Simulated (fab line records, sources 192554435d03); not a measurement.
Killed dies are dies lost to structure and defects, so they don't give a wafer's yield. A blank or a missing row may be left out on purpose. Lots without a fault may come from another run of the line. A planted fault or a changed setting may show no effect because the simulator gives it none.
fab line records | flow n5_finfet
record lots=12 wafers=36 last_day=18
route steps=1938 shown MOL_CONTACT_COAG@539 BEOL_M15@1827 PASS1_CAP@1873 PAD_METAL@1894 PASSIVATION@1936
lots that met no fault: from a run of the same line without faults
start_h: hours from the record's first day to the start of the lot's first wafer shown | wait_h: hours since the lot's step before | " the same as in the row above | L1.1+2: a row that stands for several wafers | - no value, or no start given | * or withheld: withheld | < > ~ a bound
route shown NAME@n: a module of which the file shows steps, and the number in the route of the first | usual: mean/standard deviation of fault-free wafers | same: alike in all rows | chamber/n: place in a boat | sites: the reading at each site | _std_site: their standard deviation | _edge_site: outer sites' mean less inner sites' | radius_mm: how far each site lies from the wafer's centre | mask NAME#n: copy n | behind: the tool/chamber that last shaped the wafer | hold: why the lot was held/for how many hours/how that ended | device: the transistor (n, p or np) that didn't switch | end of line: the same wafers' tests at the end of the route | a step without rows: its recipe alone | killed: dies lost to structure and defects at the first sort, not the wafer's yield | map: a wafer's dies, x killed, . not, _ none there
set.NAME: the setting as run; set.NAME@STEP: as run at that earlier step | model.NAME: the simulator's own value behind a step, which no gauge read
steps of the route over a sample of lots; a table a step, a row a wafer
services: from which hour (start_h, from the record's first day; less than 0 if before it) a tool's chamber was out of use, for how many hours, and why
## steps
# step N5_MOL_CONTACT_COAG_STRIP_98
# recipe chemistry=N2/H2 power_w=500 temp_c=40 pressure_mtorr=50 rf_frequency_hz=6e+07 overash_fraction=0.3 bias_power_w=8 h2_frac=0.5 n2_flow_sccm=300 h2_flow_sccm=300
# usual drypump_motor_current_A=5.7/0.4 oes_product_au=0.78/0.11 rf_vpp_V=54.3/1.5 showerhead_plenum_p_Torr=3.37/0.14 throttle_valve_pct=19.0/0.41
# columns lot.wafer tool chamber start_h wait_h drypump_motor_current_A oes_product_au rf_hours_counter_h rf_vpp_V showerhead_plenum_p_Torr throttle_valve_pct
L302.3 rie_diel-05 0 96.07 0.0 5.1 0.71 236 54.5 3.47 18.8
L302.5 " 2 " " 5.5 0.77 - 54.8 3.10 18.6
L302.6 " 3 " " 5.6 0.67 - 54.3 3.31 19.9
L304.1 rie_diel-04 0 104.84 0.0 5.6 0.95 18 52.6 3.60 18.9
L304.4 " 2 " " 5.3 0.70 - 52.5 3.36 19.7
L304.6 " 3 " " 6.1 0.66 - 56.0 3.28 18.7
L305.2 rie_diel-05 2 111.93 0.0 5.5 0.77 148 54.2 3.09 18.6
L305.3 " 1 " " 6.2 0.78 133 54.3 3.49 18.8
L305.4 " 1 " " 6.2 0.77 - 54.0 3.49 18.8
L306.3 rie_diel-04 1 115.24 0.0 5.5 0.70 198 56.8 3.48 18.7
L306.4 " 3 " " 6.1 0.64 250 54.5 3.28 18.8
L306.6 " 0 " " 5.6 0.94 - 56.5 3.60 18.9
L307.1 rie_diel-04 2 119.15 0.0 5.3 0.69 213 56.3 3.36 19.7
L307.4 " 1 " " 5.4 0.71 - 56.3 3.48 18.7
L307.6 " 0 " " 5.6 0.93 - 54.8 3.60 18.9
L314.2 rie_diel-05 3 166.79 0.0 5.5 0.92 18 54.9 3.30 19.5
L314.4 " 1 " " 6.1 0.76 152 56.5 3.48 18.9
L314.6 " 1 " " 6.2 0.76 - 56.6 3.48 18.8
L317.1 rie_diel-05 2 178.04 0.0 5.4 0.73 172 52.3 3.08 18.7
L317.3 " 0 " " 5.2 0.96 7 53.6 3.46 18.4
L317.4 " 3 " " 5.5 0.90 22 50.9 3.30 19.5
L318.2 rie_diel-04 3 183.30 0.0 6.1 0.95 12 53.9 3.27 18.4
L318.3 " 0 " " 5.6 0.88 51 51.9 3.58 19.0
L318.5 " 0 " " 5.6 0.88 - 56.4 3.58 18.9
L319.3 rie_diel-04 0 190.21 0.0 5.6 0.87 54 54.1 3.58 18.9
L319.4 " 0 " " 5.6 0.86 - 54.6 3.58 19.0
L319.6 " 2 " " 5.3 0.67 - 54.9 3.34 19.8
L320.2 rie_diel-02 3 201.42 0.0 6.6 0.68 216 56.6 3.33 19.4
L320.4 " 2 " " 5.6 0.69 249 54.5 3.33 19.3
L320.6 " 1 " " 6.0 0.92 - 54.2 3.45 19.0
L323.3 rie_diel-04 0 221.05 0.0 5.6 0.85 69 54.4 3.57 19.0
L323.5 " 0 " " 5.5 0.85 - 54.1 3.57 19.0
L323.6 " 2 " " 5.3 0.66 - 54.0 3.33 19.8
L325.2 rie_diel-02 1 226.50 0.0 5.9 0.88 30 55.8 3.44 19.1
L325.4 " 0 " " 6.1 0.66 - 54.6 3.20 18.7
L325.5 " 3 " " 6.6 0.68 - 54.8 3.33 19.4
# step N5_BEOL_M15_DEP_53
# recipe material=SiCN target_thk_a=500 temp_c=withheld precursor=3MS/NH3 pressure_torr=3 rf_w=675 time_s=17.8
# usual rf_fwd_power_W=667.7/2.4 showerhead_plenum_p_Torr=4.169/0.014 throttle_valve_pct=18.2/1
# columns lot.wafer tool chamber start_h wait_h rf_fwd_power_W showerhead_plenum_p_Torr throttle_valve_pct
L302.3 pecvd-04 0 247.93 0.0 665.6 4.181 20.2
L302.5 " 2 " " 666.9 4.167 18.2
L302.6 " 0 " " 667.8 4.190 19.8
L304.1 pecvd-02 2 248.61 0.0 666.9 4.158 16.8
L304.4 " 1 " " 669.8 4.181 17.2
L304.6 " 2 " " 667.1 4.169 16.6
L305.2 pecvd-04 0 273.83 0.0 664.3 4.190 19.6
L305.3 " 0 " " 666.5 4.175 19.8
L305.4 " 1 " " 666.2 4.148 19.0
L307.1 pecvd-04 2 280.79 0.0 667.4 4.182 17.3
L307.4 " 1 " " 669.8 4.145 18.9
L307.6 " 0 " " 665.7 4.186 19.6
L306.3 pecvd-04 0 281.15 0.0 665.2 4.174 19.8
L306.4 " 2 " " 669.6 4.165 17.1
L306.6 " 0 " " 663.9 4.188 19.8
L314.2 pecvd-02 1 319.38 0.0 668.3 4.174 17.1
L314.4 " 1 " " 669.7 4.186 17.2
L314.6 " 1 " " 668.8 4.188 17.1
L317.1 pecvd-02 0 349.44 0.0 667.9 4.167 18.3
L317.3 " 2 " " 666.4 4.148 17.1
L317.4 " 0 " " 668.4 4.161 18.3
L319.3 pecvd-02 0 355.44 0.0 671.3 4.171 18.4
L319.4 " 0 " " 672.0 4.165 18.1
L319.6 " 1 " " 668.5 4.183 17.3
L318.2 pecvd-04 0 370.73 0.0 666.5 4.194 20.0
L318.3 " 2 " " 671.2 4.168 17.3
L318.5 " 0 " " 663.4 4.189 20.0
L320.2 pecvd-01 1 378.60 0.0 666.9 4.175 18.6
L320.4 " 2 " " 670.2 4.173 17.5
L320.6 " 0 " " 666.1 4.152 17.2
L323.3 pecvd-04 0 391.11 0.0 664.9 4.188 20.2
L323.5 " 2 " " 668.5 4.187 17.5
L323.6 " 0 " " 665.6 4.181 19.8
L325.2 pecvd-04 2 403.49 0.0 669.5 4.178 17.2
L325.4 " 2 " " 665.8 4.184 17.2
L325.5 " 0 " " 665.9 4.185 19.7
# step N5_PASSIVATION_PECVD_55
# recipe material=SiO2 target_thk_a=4000 temp_c=400 precursor=SiH4/N2O pressure_torr=2.7 rf_w=608 time_s=22.5
# usual heater_power_w=710/100 rf_fwd_power_W=600.8/2.4 showerhead_plenum_p_Torr=8.21/0.073 throttle_valve_pct=52/3.1
# columns lot.wafer tool chamber start_h wait_h heater_power_w rf_fwd_power_W showerhead_plenum_p_Torr throttle_valve_pct
L302.3 pecvd-04 1 253.30 0.0 705 602.1 8.10 54
L302.5 " 0 " " 744 599.0 8.27 57
L302.6 " 1 " " 726 602.4 8.11 54
L304.1 pecvd-04 0 253.63 0.0 631 600.9 8.29 57
L304.4 " 0 " " 648 598.8 8.31 57
L304.6 " 0 " " 697 601.6 8.28 56
L305.2 pecvd-01 1 278.87 0.0 645 602.4 8.26 53
L305.3 " 0 " " 833 599.1 8.15 50
L305.4 " 2 " " 617 600.6 8.21 49
L307.1 pecvd-03 2 285.39 0.0 667 600.9 8.25 47
L307.4 " 1 " " 670 606.4 8.10 50
L307.6 " 1 " " 680 604.6 8.09 50
L306.3 pecvd-01 1 285.60 0.0 770 602.5 8.24 54
L306.4 " 1 " " 768 602.1 8.22 53
L306.6 " 2 " " 614 602.0 8.21 49
L314.2 pecvd-04 1 326.29 0.0 798 600.0 8.09 54
L314.4 " 1 " " 828 601.5 8.10 54
L314.6 " 2 " " 707 598.6 8.24 50
L317.1 pecvd-04 1 355.19 0.0 850 601.7 8.09 54
L317.3 " 2 " " 622 601.2 8.22 49
L317.4 " 1 " " 862 602.8 8.09 54
L319.3 pecvd-04 2 360.64 0.0 567 601.1 8.22 50
L319.4 " 1 " " 811 602.2 8.09 54
L319.6 " 2 " " 624 599.2 8.24 49
L318.2 pecvd-04 2 377.40 0.0 583 601.0 8.24 49
L318.3 " 0 " " 730 594.0 8.27 57
L318.5 " 2 " " 634 605.2 8.25 50
L320.2 pecvd-04 2 385.38 0.0 666 598.7 8.25 49
L320.4 " 0 " " 713 594.3 8.27 57
L320.6 " 2 " " 736 603.8 8.22 50
L323.3 pecvd-03 1 397.46 0.0 622 601.6 8.13 50
L323.5 " 2 " " 715 599.2 8.28 47
L323.6 " 0 " " 648 594.6 8.33 53
L325.2 pecvd-01 0 412.78 0.0 862 604.1 8.15 49
L325.4 " 1 " " 649 601.0 8.26 54
L325.5 " 2 " " 608 599.9 8.22 50
# step N5_PASSIVATION_PRE_CLEAN_19
# recipe gas=H2/He time_s=* temp_c=*
# usual heater_power_w=462/48
# columns lot.wafer tool chamber start_h wait_h heater_power_w
L302.3 pvd_sputter-03 - 257.18 0.0 478
L302.5 " - " " 498
L302.6 " - " " 484
L304.1 pvd_sputter-03 - 257.56 0.0 483
L304.4 " - " " 413
L304.6 " - " " 474
L305.2 pvd_sputter-02 - 281.94 0.0 479
L305.3 " - " " 518
L305.4 " - " " 518
L307.1 pvd_sputter-02 - 287.02 0.0 473
L307.4 " - " " 526
L307.6 " - " " 484
L306.3 pvd_sputter-03 - 289.20 0.0 422
L306.4 " - " " 487
L306.6 " - " " 490
L314.2 pvd_sputter-01 - 329.60 0.0 459
L314.4 " - " " 446
L314.6 " - " " 441
L317.1 pvd_sputter-01 - 358.13 0.0 412
L317.3 " - " " 329
L317.4 " - " " 457
L319.3 pvd_sputter-03 - 363.32 0.0 429
L319.4 " - " " 491
L319.6 " - " " 494
L318.2 pvd_sputter-01 - 379.33 0.0 446
L318.3 " - " " 340
L318.5 " - " " 459
L320.2 pvd_sputter-02 - 387.30 0.0 480
L320.4 " - " " 514
L320.6 " - " " 514
L323.3 pvd_sputter-02 - 400.69 0.0 512
L323.5 " - " " 457
L323.6 " - " " 527
L325.2 pvd_sputter-01 - 414.20 0.0 450
L325.4 " - " " 445
L325.5 " - " " 435
# step N5_PASSIVATION_PROBE_49
# usual killed_at_M0_to_M3=34/11 killed_at_M4_up=13/5.2 killed_at_contacts=13/6.3 killed_at_front_end=40/14 killed_at_other=3.2/2.4 killed_dies=104/19 killed_open=69/14 killed_short=32/7.5
# same gross_dies=1180 killed_at_back_side=0
# columns lot.wafer tool chamber start_h wait_h killed_at_M0_to_M3 killed_at_M4_up killed_at_contacts killed_at_front_end killed_at_other killed_dies killed_open killed_short
L314.2 prober-02 - 335.71 0.1 24 23 77 51 4 179 74 33
L314.4 prober-02 - 335.81 0.2 29 13 165 34 3 244 68 30
L314.6 prober-02 - 335.91 0.3 22 20 146 44 4 236 72 24
L317.1 prober-02 - 364.49 0.0 54 15 150 30 4 253 81 36
L317.3 prober-02 - 364.59 0.1 44 11 144 44 3 246 76 34
L317.4 prober-02 - 364.64 0.2 44 11 94 30 3 182 63 42
L320.2 prober-01 - 393.39 0.1 47 13 27 48 3 138 90 44
L320.4 prober-01 - 393.49 0.2 21 12 18 31 3 85 49 27
L320.6 prober-01 - 393.59 0.3 20 10 17 21 1 69 50 18
# killed by level:class
L314.2 MOL_CONTACT_COAG:unspecified=72 STI_FIN_REVEAL:geometric_particle:open=15 FIN_SAQP:geometric_particle:open=11 BEOL_M4:geometric_particle:open=7 BEOL_M2:geometric_particle:open=6 BEOL_M0_SAQP:geometric_particle:short=6 BEOL_M0_SAQP:geometric_particle:open=6 FIN_SAQP:geometric_particle:short=5
L314.4 MOL_CONTACT_COAG:unspecified=145 MOL_CONTACT_COAG:geometric_particle:open=17 BEOL_M0_SAQP:geometric_particle:open=13 STI_FIN_REVEAL:geometric_particle:open=7 BEOL_M0_SAQP:geometric_particle:short=7 BEOL_M4:geometric_particle:open=7 FIN_SAQP:geometric_particle:short=6 FIN_SAQP:geometric_particle:open=4
L314.6 MOL_CONTACT_COAG:unspecified=136 BEOL_M4:geometric_particle:open=12 FIN_SAQP:geometric_particle:open=10 STI_FIN_REVEAL:geometric_particle:open=10 BEOL_M0_SAQP:geometric_particle:open=10 DUMMY_GATE:geometric_particle:open=8 MOL_CONTACT_COAG:geometric_particle:open=6 BEOL_M0_SAQP:geometric_particle:short=6
L317.1 MOL_CONTACT_COAG:unspecified=134 MOL_CONTACT_COAG:geometric_particle:open=14 BEOL_M0_SAQP:geometric_particle:open=12 BEOL_M2:geometric_particle:open=10 BEOL_M0_SAQP:geometric_particle:short=9 BEOL_M3:geometric_particle:open=8 FIN_SAQP:geometric_particle:open=7 BEOL_M1:geometric_particle:open=7
L317.3 MOL_CONTACT_COAG:unspecified=131 BEOL_M2:geometric_particle:open=14 STI_FIN_REVEAL:geometric_particle:open=12 MOL_CONTACT_COAG:geometric_particle:open=8 FIN_SAQP:geometric_particle:open=7 BEOL_M0_SAQP:geometric_particle:open=7 BEOL_M1:geometric_particle:open=7 MOL_CONTACT_COAG:geometric_particle:short=5
L317.4 MOL_CONTACT_COAG:unspecified=76 FIN_SAQP:geometric_particle:short=14 MOL_CONTACT_COAG:geometric_particle:open=14 BEOL_M0_SAQP:geometric_particle:short=13 BEOL_M1:geometric_particle:open=6 BEOL_M2:geometric_particle:open=6 FIN_SAQP:geometric_particle:open=5 BEOL_M3:geometric_particle:open=5
L320.2 MOL_CONTACT_COAG:geometric_particle:open=20 FIN_SAQP:geometric_particle:short=13 BEOL_M3:geometric_particle:open=11 FIN_SAQP:geometric_particle:open=8 STI_FIN_REVEAL:geometric_particle:open=7 MOL_CONTACT_COAG:geometric_particle:short=7 BEOL_M0_SAQP:geometric_particle:short=7 BEOL_M0_SAQP:geometric_particle:open=6
L320.4 MOL_CONTACT_COAG:geometric_particle:open=15 HKMG_FIN:area_etch=6 BEOL_M4:geometric_particle:open=5 DUMMY_GATE:geometric_particle:open=4 BEOL_M2:geometric_particle:short=4 BEOL_M3:geometric_particle:open=4 STI_FIN_REVEAL:geometric_particle:open=3 SDB:geometric_particle:short=3
L320.6 MOL_CONTACT_COAG:geometric_particle:open=13 BEOL_M1:geometric_particle:open=8 STI_FIN_REVEAL:geometric_particle:open=4 MOL_CONTACT_COAG:geometric_particle:short=4 BEOL_M0_SAQP:geometric_particle:open=4 FIN_SAQP:geometric_particle:open=3 GATE_CUT:geometric_particle:short=3 BEOL_M4:geometric_particle:open=3
## services
# columns tool chamber start_h hours kind
rie_diel-04 1 84.16 5.7 repair
pvd_sputter-02 - 94.27 4.3 repair
pecvd-04 0 105.24 3.2 repair
pecvd-01 - 127.62 5.5 pm
rie_diel-04 3 143.18 13.8 repair
pecvd-03 - 161.84 1.6 repair
rie_diel-05 - 164.14 0.3 repair
rie_diel-05 - 171.64 2.2 repair
rie_diel-04 1 175.48 62.1 repair
rie_diel-05 3 201.47 13.7 repair
rie_diel-05 2 219.41 2.6 repair
pecvd-01 - 238.21 2.8 pm
pecvd-02 - 240.84 1.9 repair
pecvd-01 - 243.67 0.6 repair
pecvd-04 - 285.18 6.0 pm
rie_diel-05 - 291.28 14.6 pm
rie_diel-04 3 317.19 18.4 repair
rie_diel-04 3 352.07 12.2 repair
pecvd-02 - 367.17 0.8 pm
pvd_sputter-03 - 394.19 6.1 repair
pvd_sputter-01 - 401.18 5.6 repair
rie_diel-04 2 402.76 9.1 repair
pecvd-01 - 408.17 2.4 repair
pecvd-01 - 412.99 2.0 repair
## key
first_sign step=N5_PASSIVATION_PROBE_49 reading=killed_at_contacts direction=up sigmas=19 usual=13 struck=129
effect step=N5_PASSIVATION_PROBE_49 reading=killed_dies direction=up sigmas=6.3 usual=104 struck=223
more_kills_born_at N5_MOL_CONTACT_COAG_STRIP_98@rie_diel-05=694
met_at N5_MOL_CONTACT_COAG_STRIP_98
struck_lots L314,L317
tester_left_out L314,L317
not_acting_at N5_BEOL_M15_DEP_53,N5_PASSIVATION_PECVD_55,N5_PASSIVATION_PRE_CLEAN_19
onset_between 111.93 166.79
fault kind=chamber_particle_source tool=rie_diel-05 chamber=- onset_h=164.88 steps=N5_MOL_CONTACT_COAG_STRIP_98 rate_per_visit_cm2=1.3089 end_h=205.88
# tester_left_out: of these lots the tester's yield and bins aren't shown, on N5 and GAA mostly nor the transistor test; their killed dies are dies lost to structure and defects alone, not to doping, threshold or leakage, so they don't give the yield
